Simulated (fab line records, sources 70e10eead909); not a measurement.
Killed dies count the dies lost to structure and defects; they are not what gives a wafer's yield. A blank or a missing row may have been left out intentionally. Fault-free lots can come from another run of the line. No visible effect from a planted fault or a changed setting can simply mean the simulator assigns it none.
Chamber matching | flow nand_harc | 4 sister chambers for NHARC_P_STI_DESCUM_14 on rie_diel-09
The step chemistry O2, time 3 s. 4 wafers are shown with their chamber, then 9 later ones without.

== WAFERS WITH THEIR CHAMBER ==
wafer  | chamber | showerhead_plenum_p_Torr (Torr)
L082.2 | 0       | 2.06
L085.3 | 2       | 2.00
L092.4 | 3       | 2.00
L092.5 | 1       | 1.78

== WAFERS WITHOUT THEIR CHAMBER ==
wafer  | showerhead_plenum_p_Torr (Torr)
L094.2 | 2.00
L094.3 | 2.00
L094.5 | 1.78
L095.3 | 2.00
L095.4 | 2.05
L095.5 | 2.05
L097.2 | 2.00
L097.4 | 1.78
L097.6 | 2.00

== CHAMBER TAKEN BY EACH ==
wafer  | from the rows above     | in truth
L094.2 | can't be placed: 2 or 3 | 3
L094.3 | can't be placed: 2 or 3 | 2
L094.5 | 1                       | 1
L095.3 | can't be placed: 2 or 3 | 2
L095.4 | 0                       | 0
L095.5 | 0                       | 0
L097.2 | can't be placed: 2 or 3 | 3
L097.4 | 1                       | 1
L097.6 | can't be placed: 2 or 3 | 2
Correctly placed: 4 of 9. Cannot be placed on the basis of these rows: 5; the candidates contain the true chamber in 5. Wrongly placed: 0.
How it was worked out, from the rows above alone: a wafer's distance from a chamber is the root of the sum, over the readings, of the square of ((its reading less the chamber's mean) divided by the reading's scatter). The wafer belongs to the nearest chamber; if the next one is less than 2 further off, it can't be placed. The mean given for a chamber averages the wafers shown for that chamber. The scatter: with one shown wafer a chamber, the root of the mean of the squares of how far each hidden wafer lies from its nearest shown one.
